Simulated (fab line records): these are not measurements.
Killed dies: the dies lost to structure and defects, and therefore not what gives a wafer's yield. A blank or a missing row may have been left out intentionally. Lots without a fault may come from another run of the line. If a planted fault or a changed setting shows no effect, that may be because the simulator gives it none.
A struck lot beside a sound one    flow nandHarc    14 steps out of a route of 1302
Sound: wafers L904.1, L904.3, L904.4. Struck: wafers L914.1, L914.3, L914.6. Last of all comes the cause.
At each step with rows: each side's tool, then ch and its chambers, then its first start. Under that, the readings that differ: sound wafers    struck wafers    difference of the means    sigmas: that difference in standard deviations of wafers without a fault.
alike: same words and numbers on both sides, and readings whose means sit less than 2 such deviations apart. not compared: any withheld reading, any reading some wafer has no value for, any bound like >300 that may hide the same value, and any number with overlapping values for which the record gives no deviation.
Wherever a step has rows on one side only, a row that says differs or no value, or a row with sigmas, the two part there. Non-overlapping numbers with no deviation appear without sigmas and do not part them. Lack of a reading on every wafer of one side parts them only where that side has two or more wafers.

NHARC_P_BONDPAD_CD_MEAS_09: the cd target is 500 nm.
  sound on cdSem-02 ch 0, day 8 18:53; struck on cdSem-03 ch 0, day 13 04:13
  alike: cdNm
NHARC_P_BONDPAD_OVL_MEAS_38:
  sound: overlay-02 at day 8 18:58; struck: overlay-02 at day 13 04:19
  alike: overlayXNm, overlayYNm
then, 2 steps without rows for these wafers: NHARC_P_BONDPAD_HARDBAKE_10 (time 65 s); NHARC_P_BONDPAD_DESCUM_11 (chemistry O2, time 3 s).
NHARC_P_BONDPAD_ETCH_37: etches the open film in N2/H2, target depth 60 nm, overetch 18 nm, time 65.91 s.
  sound on rieDiel-04 ch 0,2,3, day 8 19:11; struck on rieDiel-02 ch 1,2,3, day 13 04:32
  alike: drypumpMotorCurrentA, oesProductAu, rfVppV, showerheadPlenumPTorr, throttleValvePct
  not compared: rfHoursCounterH
NHARC_P_BONDPAD_ETCH_12: etches the open film in CHF3/O2, target depth 200 nm, time 100 s.
  sound on rieDiel-04 ch 0,2,3; struck on rieDiel-02 ch 0,1,3
reading              sound              struck             difference  sigmas
oesProductAu (a.u.)  0.966 0.979 0.957  0.918 0.927 0.918  -0.046      -2
  alike: drypumpMotorCurrentA, rfVppV, showerheadPlenumPTorr, throttleValvePct
  not compared: rfHoursCounterH
NHARC_P_BONDPAD_CD_MEAS_13:
  sound: cdSem-03 at day 8 19:28; struck: cdSem-01 at day 13 04:46
  alike: cdNm
NHARC_P_BONDPAD_STRIP_15: strips in O2.
  sound on rieDiel-12 ch 1,2,3, day 8 19:32; struck on rieDiel-12 ch 1,2, day 13 04:51
  alike: drypumpMotorCurrentA, oesProductAu, rfVppV, showerheadPlenumPTorr, throttleValvePct
  not compared: rfHoursCounterH
then, 2 steps without rows for these wafers: NHARC_P_BONDPAD_ETCH_24 (etches the open film in CF4/N2, target depth 30 nm, time 72.99 s); NHARC_P_BONDPAD_STRIP_16 (strips in post etch residue remover, time 600 s).
NHARC_P_BONDPAD_DEGAS_25: time 60 s.
  sound: pvdSputter-01 at day 8 20:05; struck: pvdSputter-01 at day 13 05:26
  alike: heaterPowerW
then, 1 step without rows for these wafers: NHARC_P_BONDPAD_PRE_CLEAN_26 (time 30 s).
NHARC_P_BONDPAD_PVD_17: deposits TaN, target thk 5 nm, time 8.06 s.
  sound: pvdSputter-01 at day 8 20:12; struck: pvdSputter-01 at day 13 05:32
  no value came back on the struck wafers for biasV (V), cathodeDcPowerW (W), substrateTempC (C), throttleValvePct (%); on the sound wafers biasV (V) reads 166.1 170.6 170.3
NHARC_P_BONDPAD_PVD_27: deposits Cu, target thk 30 nm, time 20.49 s.
  sound on pvdSputter-01; struck on pvdSputter-01
  alike: cathodeDcPowerW, chamberPressurePa, substrateTempC, throttleValvePct

## WHERE THEY PART
Earliest at NHARC_P_BONDPAD_ETCH_12; latest, in this record, at NHARC_P_BONDPAD_PVD_17. Later steps at which nothing parts them and some readings are alike: NHARC_P_BONDPAD_PVD_27.

WHY: the cause the simulator had injected
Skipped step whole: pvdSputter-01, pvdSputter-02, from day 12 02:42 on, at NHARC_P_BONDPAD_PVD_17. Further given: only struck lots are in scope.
